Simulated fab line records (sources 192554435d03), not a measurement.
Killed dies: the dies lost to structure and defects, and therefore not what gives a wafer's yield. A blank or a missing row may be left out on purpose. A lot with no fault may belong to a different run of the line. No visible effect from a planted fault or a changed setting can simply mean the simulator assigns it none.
Matching of chambers | flow n5 finfet | 4 sister chambers for N5_HKMG_FIN_HK_ALD_01 on ald hk-03
The step deposits HfO2, target thk 1.6 nm, pulse time 3 s, purge time 3 s. 4 wafers are shown with their chamber, then 8 later ones without.

== WAFERS, EACH WITH ITS CHAMBER ==
wafer  | chamber | precursor pulse height rel
L083.1 | 0       | 1.004
L083.2 | 3       | 0.984
L087.6 | 1       | 1.013
L091.4 | 2       | 1.018

== WAFERS WHOSE CHAMBER IS MISSING ==
wafer  | precursor pulse height rel
L091.5 | 1.015
L091.6 | 0.985
L092.1 | 0.970
L092.4 | 0.967
L092.6 | 1.041
L096.2 | 0.968
L096.3 | 1.008
L096.6 | 0.990

== WHICH CHAMBER EACH WENT THROUGH ==
wafer  | from the rows above               | in truth
L091.5 | can't be placed: 1 or 2 or 0      | 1
L091.6 | can't be placed: 3 or 0           | 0
L092.1 | can't be placed: 3 or 0           | 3
L092.4 | can't be placed: 3 or 0           | 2
L092.6 | can't be placed: 2 or 1 or 0      | 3
L096.2 | can't be placed: 3 or 0           | 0
L096.3 | can't be placed: 0 or 1 or 2 or 3 | 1
L096.6 | can't be placed: 3 or 0 or 1 or 2 | 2
0 of 8 placed correctly. These rows do not allow placing 8 (true chamber among the candidates in 6). 0 placed wrongly.
How it was worked out, from the rows above alone: a wafer's distance from a chamber is the root of the sum, over the readings, of the square of ((its reading less the chamber's mean) divided by the reading's scatter). If the next closest chamber is less than 2 further off than the closest, the wafer can't be placed; otherwise it belongs to the closest. For every chamber, the mean is computed from those of its wafers that are shown. The scatter: with one shown wafer a chamber, the root of the mean of the squares of how far each hidden wafer lies from its nearest shown one.
